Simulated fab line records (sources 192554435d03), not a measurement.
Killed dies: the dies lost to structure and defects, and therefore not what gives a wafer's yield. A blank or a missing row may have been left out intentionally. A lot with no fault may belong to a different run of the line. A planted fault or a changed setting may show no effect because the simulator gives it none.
fab line records	flow n5-finfet
[record] lots = 10	wafers = 30	last-day = 20
route steps=1938 shown BEOL_M10@1512 BEOL_M11@1539
lots with no fault: from the same line, run without faults
start-h: start of the lot's first displayed wafer, in hours after the record's first day	wait-h: hours from the lot's prior step to this one	" as in the row above	L1.1+2: several wafers, shown together as one row	- value missing, or start not given	* or withheld: withheld	< > ~ a bound
route shown NAME@n: NAME is a module with steps in the file, n the number in the route of the first one	usual: mean/standard deviation taken from wafers without a fault	same: alike in all rows	chamber/n: place in a boat	sites: readings site by site	_std_site: standard deviation across them	_edge_site: inner sites' mean taken away from outer sites' mean	radius-mm: how far each site lies from the wafer's centre	mask NAME#n: copy n	behind: tool/chamber where the wafer was last shaped	hold: cause of the lot's hold/its duration in hours/its outcome	device: which transistor (n, p or np) failed to switch	end of line: the tests these same wafers got at the end of their route	a step given without rows: its recipe and nothing more	killed: dies that structure and defects cost at the first sort, which is not the same as the wafer's yield	map: a wafer's dies, marking killed ones x, the rest . and places with no die _
set.NAME: the setting as run; set.NAME@STEP: as run at that earlier step	model.NAME: the simulator's own value behind a step, which no gauge read
steps of the route over a sample of lots; a table a step, a row a wafer
services: when a tool's chamber went out of use (start-h, in hours from the record's first day, below 0 if earlier), for how many hours, and the reason
[[steps]]
[step N5_BEOL_M10_TRENCH_ETCH_37]
[recipe] chemistry = C4F6/O2	target-depth-a = 1488.3	target = SiCOH_lowk	time-s = 48	ion-energy-ev = 250	pressure-mtorr = 30	source-w = 345	bias-w = 185	Ar_flow_sccm = 300	C4F6_flow_sccm = 10	O2_flow_sccm = 10
[usual] C4F6_flow_sccm = 9.999/0.029	chamber-pressure-mTorr = 30.001/0.027	drypump-motor-current-A = 5.8/0.48	oes-product-au = 0.79/0.084	rf-fwd-power-W = 341.3/1.8	rf-vpp-V = 667/7	showerhead-plenum-p-Torr = 2.84/0.063	throttle-valve-pct = 21.01/0.24
lot.wafer	tool	chamber	start-h	wait-h	C4F6_flow_sccm	chamber-pressure-mTorr	drypump-motor-current-A	oes-product-au	rf-fwd-power-W	rf-hours-counter-h	rf-vpp-V	showerhead-plenum-p-Torr	throttle-valve-pct
L170.1	rie-diel-04	1	-	-	10.005	30.047	6.2	0.93	339.3	14	667	2.79	20.73
L170.3	"	2	"	"	9.987	30.009	5.6	0.68	342.7	207	663	2.83	21.32
L170.5	"	2	"	"	9.982	29.993	5.5	0.69	342.6	-	662	2.83	21.32
L168.2	rie-diel-05	0	-	-	10.002	30.008	5.7	0.79	339.0	98	671	2.99	21.08
L168.5	"	3	"	"	10.030	30.006	5.9	0.79	342.0	-	661	2.75	21.17
L168.6	"	2	"	"	9.929	30.017	6.1	0.71	344.4	-	667	2.92	21.25
L169.1	rie-diel-01	3	-	-	10.008	30.054	5.2	0.74	340.6	162	655	2.84	21.28
L169.4	"	1	"	"	9.980	30.008	5.7	0.73	342.4	204	661	2.82	21.17
L169.6	"	3	"	"	9.954	30.016	5.2	0.73	339.2	-	655	2.84	21.25
L173.2	rie-diel-05	1	-	-	9.956	30.023	6.6	0.74	341.9	178	659	2.84	20.83
L173.3	"	3	"	"	10.014	29.979	6.0	0.77	343.2	131	662	2.75	21.19
L173.5	"	2	"	"	9.951	30.015	6.1	0.69	344.6	-	667	2.92	21.29
L174.3	rie-diel-01	3	-	-	10.070	29.995	5.2	0.72	339.2	191	654	2.83	21.33
L174.4	"	0	"	"	10.038	30.013	6.5	0.79	340.3	115	670	2.76	20.99
L174.5	"	0	"	"	10.020	29.979	6.5	0.79	339.6	-	670	2.76	20.99
L179.1	rie-diel-04	3	-	-	10.033	29.983	5.5	0.83	340.5	78	670	2.89	20.93
L179.2	"	2	"	"	9.953	30.059	5.6	0.66	343.1	236	663	2.82	21.36
L179.4	"	1	"	"	10.010	29.983	6.2	0.87	339.7	46	667	2.77	20.77
L178.1	rie-diel-01	2	-	-	10.067	30.004	5.0	0.87	341.1	46	681	2.90	20.65
L178.4	"	0	"	"	10.021	29.963	6.5	0.79	341.0	116	671	2.76	20.99
L178.6	"	2	"	"	10.010	29.959	5.0	0.88	340.3	-	680	2.90	20.63
L181.2	rie-diel-04	0	-	-	9.959	29.935	6.2	0.84	343.3	52	675	2.89	20.78
L181.3	"	1	"	"	10.015	29.988	6.3	0.86	338.4	49	666	2.77	20.78
L181.6	"	2	"	"	9.975	29.966	5.5	0.67	343.0	-	663	2.82	21.37
L188.1	rie-diel-01	3	-	-	9.975	29.998	5.2	0.70	343.5	208	653	2.82	21.34
L188.2	"	1	"	"	9.952	29.948	5.6	0.70	342.5	248	660	2.80	21.22
L188.5	"	1	"	"	9.944	29.981	5.7	0.70	342.9	-	661	2.80	21.22
L187.2	rie-diel-04	1	-	-	10.006	30.019	6.2	0.84	335.7	68	667	2.77	20.78
L187.3	"	3	"	"	10.016	29.993	5.5	0.81	341.5	101	668	2.88	20.97
L187.6	"	0	"	"	9.974	29.982	6.2	0.81	342.9	-	673	2.88	20.80
[step N5_BEOL_M10_RS_MEAS_57]
[recipe] thk-meas-gauge = four-point-probe	reads = Cu_of_BEOL_M10_ECD_50+Co_of_BEOL_M10_CVD_75+TaN_of_BEOL_M10_ALD_74
[usual] M10_RS = 0.1515/0.0029
lot.wafer	tool	chamber	start-h	wait-h	M10_RS[ohm/sq]
L170.1	film-metro-01	-	255.51	0.1	0.1487
L170.3	"	-	"	"	0.1541
L170.5	"	-	"	"	0.1526
L168.2	film-metro-01	-	257.93	0.1	0.1532
L168.5	"	-	"	"	0.1539
L168.6	"	-	"	"	0.1518
L169.1	film-metro-02	-	270.81	0.1	0.1507
L169.4	"	-	"	"	0.1503
L169.6	"	-	"	"	0.1514
L173.2	film-metro-02	-	304.97	0.1	0.1542
L173.3	"	-	"	"	0.1522
L173.5	"	-	"	"	0.1567
L174.3	film-metro-01	-	356.66	0.1	0.1490
L174.4	"	-	"	"	0.1516
L174.5	"	-	"	"	0.1514
L179.1	film-metro-02	-	362.08	0.1	0.1491
L179.2	"	-	"	"	0.1570
L179.4	"	-	"	"	0.1496
L178.1	film-metro-01	-	363.79	0.1	0.1485
L178.4	"	-	"	"	0.1515
L178.6	"	-	"	"	0.1505
L181.2	film-metro-01	-	367.95	0.1	0.1515
L181.3	"	-	"	"	0.1480
L181.6	"	-	"	"	0.1547
L188.1	film-metro-02	-	404.28	0.1	0.1553
L188.2	"	-	"	"	0.1543
L188.5	"	-	"	"	0.1532
L187.2	film-metro-02	-	421.54	0.1	0.1519
L187.3	"	-	"	"	0.1529
L187.6	"	-	"	"	0.1534
[step N5_BEOL_M11_PECVD_70]
[recipe] material = SiO2	target-thk-a = 200	temp-c = 400	precursor = TEOS/O2	pressure-torr = 5.5	rf-w = 450	teos-flow-sccm = 53.8	gas = O2	flow-sccm = 3000	time-s = 22.7
[usual] heater-power-w = 707/86	rf-fwd-power-W = 444.8/2	showerhead-plenum-p-Torr = 8.79/0.072	susceptor-temp-C = 399.93/0.26	throttle-valve-pct = 22.4/1.4
lot.wafer	tool	chamber	start-h	wait-h	heater-power-w	rf-fwd-power-W	showerhead-plenum-p-Torr	susceptor-temp-C	throttle-valve-pct
L170.1	pecvd-03	2	256.33	0.0	670	445.5	8.72	400.23	21.7
L170.3	"	1	"	"	764	444.5	8.70	400.04	22.4
L170.5	"	2	"	"	660	447.6	8.73	400.21	21.9
L168.2	pecvd-04	2	258.62	0.0	576	448.7	8.72	399.62	21.4
L168.5	"	2	"	"	591	447.6	8.74	399.65	21.2
L168.6	"	0	"	"	743	446.6	8.85	400.02	25.0
L169.1	pecvd-03	2	271.50	0.0	566	444.5	8.72	400.01	21.9
L169.4	"	1	"	"	694	444.9	8.67	399.88	22.4
L169.6	"	0	"	"	648	440.1	8.67	400.06	22.4
L173.2	pecvd-03	2	305.66	0.0	608	446.5	8.72	399.54	22.0
L173.3	"	0	"	"	520	443.4	8.68	399.81	22.3
L173.5	"	0	"	"	541	444.4	8.69	399.83	22.4
L174.3	pecvd-04	1	357.53	0.0	728	442.7	8.79	399.87	21.2
L174.4	"	2	"	"	597	446.1	8.73	399.88	21.6
L174.5	"	1	"	"	723	444.3	8.80	399.75	21.5
L179.1	pecvd-01	1	362.77	0.0	865	446.0	8.89	400.26	24.7
L179.2	"	2	"	"	755	444.4	8.85	399.73	20.9
L179.4	"	2	"	"	742	443.7	8.84	399.82	20.9
L178.1	pecvd-01	1	364.48	0.0	885	445.4	8.88	399.49	24.8
L178.4	"	1	"	"	877	444.5	8.90	399.70	24.7
L178.6	"	0	"	"	713	446.4	8.83	400.32	21.6
L181.2	pecvd-01	2	369.12	0.0	737	444.0	8.83	399.55	21.1
L181.3	"	1	"	"	885	443.3	8.87	399.66	24.8
L181.6	"	2	"	"	723	442.3	8.85	399.64	21.2
L188.1	pecvd-04	0	405.00	0.0	724	448.7	8.82	400.09	25.2
L188.2	"	1	"	"	734	441.0	8.78	399.96	21.4
L188.5	"	0	"	"	723	446.4	8.82	400.03	25.1
L187.2	pecvd-04	2	422.23	0.0	621	445.4	8.77	400.04	22.2
L187.3	"	0	"	"	696	446.0	8.80	399.54	24.9
L187.6	"	2	"	"	617	445.4	8.75	399.88	21.8
[step N5_BEOL_M11_COAT_59]
[recipe] resist = SOC	temp-c = 250	time-s = 60	spin-rpm = 1500	resist-thk-nm = 100
[usual] heater-power-total-W = 500.7/1.8	spin-speed-rpm = 1499.9/1.1
lot.wafer	tool	chamber	start-h	wait-h	heater-power-total-W	spin-speed-rpm
L170.1	litho-track-02	0	256.68	0.1	503.3	1501.4
L170.3	"	0	"	"	503.4	1500.4
L170.5	"	0	"	"	499.0	1499.1
L168.2	litho-track-02	0	258.96	0.1	498.2	1498.9
L168.5	"	0	"	"	497.8	1499.8
L168.6	"	0	"	"	499.3	1501.0
L169.1	litho-track-02	0	273.48	0.1	502.3	1500.5
L169.4	"	0	"	"	500.4	1500.4
L169.6	"	0	"	"	501.8	1500.4
L173.2	litho-track-02	0	307.72	0.1	497.5	1499.0
L173.3	"	0	"	"	499.4	1500.0
L173.5	"	0	"	"	498.9	1499.7
L174.3	litho-track-05	0	357.72	0.1	498.0	1500.3
L174.4	"	0	"	"	501.4	1499.9
L174.5	"	0	"	"	502.1	1499.7
L179.1	litho-track-02	0	363.50	0.1	498.8	1753.5
L179.2	"	0	"	"	502.5	1753.2
L179.4	"	0	"	"	500.2	1754.1
L178.1	litho-track-02	0	366.08	0.1	499.1	1752.1
L178.4	"	0	"	"	502.3	1752.0
L178.6	"	0	"	"	502.3	1751.1
L181.2	litho-track-01	0	369.99	0.1	501.1	1499.4
L181.3	"	0	"	"	502.5	1497.3
L181.6	"	0	"	"	497.8	1497.3
L188.1	litho-track-01	0	407.11	0.1	501.4	1500.2
L188.2	"	0	"	"	500.4	1500.6
L188.5	"	0	"	"	500.7	1499.8
L187.2	litho-track-05	0	424.06	0.1	499.5	1499.4
L187.3	"	0	"	"	503.4	1497.4
L187.6	"	0	"	"	499.5	1498.6
[[services]]
tool	chamber	start-h	hours	kind
rie-diel-05	-	236.95	2.4	repair
pecvd-04	1	266.50	2.1	scheduled-down
litho-track-02	-	267.81	-	consumable-replace:filter
rie-diel-04	2	287.32	7.5	repair
pecvd-01	2	291.81	5.0	repair
pecvd-04	2	293.08	5.5	scheduled-down
pecvd-01	-	303.96	1.5	repair
rie-diel-04	2	308.08	5.8	repair
rie-diel-05	2	313.06	5.9	repair
pecvd-04	1	317.96	5.0	scheduled-down
rie-diel-04	2	326.28	1.8	repair
pecvd-04	2	338.37	2.1	scheduled-down
pecvd-03	-	370.63	2.8	pm
rie-diel-04	2	401.84	-	clean
rie-diel-04	2	401.84	-	consumable-replace:focus-ring
rie-diel-04	2	401.84	26.5	scheduled-down
rie-diel-04	2	401.84	26.5	vent-cycle
rie-diel-01	1	406.85	-	clean
rie-diel-01	1	406.85	-	consumable-replace:focus-ring
rie-diel-01	1	406.85	20.1	scheduled-down
rie-diel-01	1	406.85	20.1	vent-cycle
pecvd-03	-	413.17	28.1	pm
rie-diel-05	-	414.47	4.0	pm
rie-diel-05	-	418.47	2.8	pm
[[key]]
[first-sign] step = N5_BEOL_M11_COAT_59	reading = spin-speed-rpm	direction = up	sigmas = 99+	usual = *	struck = *
effect none on later readings
met-at N5_BEOL_M11_COAT_59
struck-lots L178,L179
not-acting-at N5_BEOL_M10_TRENCH_ETCH_37,N5_BEOL_M10_RS_MEAS_57,N5_BEOL_M11_PECVD_70
onset-between 307.72 363.50
[fault] kind = process-parameter-drift	tool = litho-track-02	chamber = -	onset-h = 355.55	steps = N5_BEOL_M11_COAT_59	channel = spin-rpm	offset = *	shape = step	end-h = 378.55	acts-in = *	stated = *
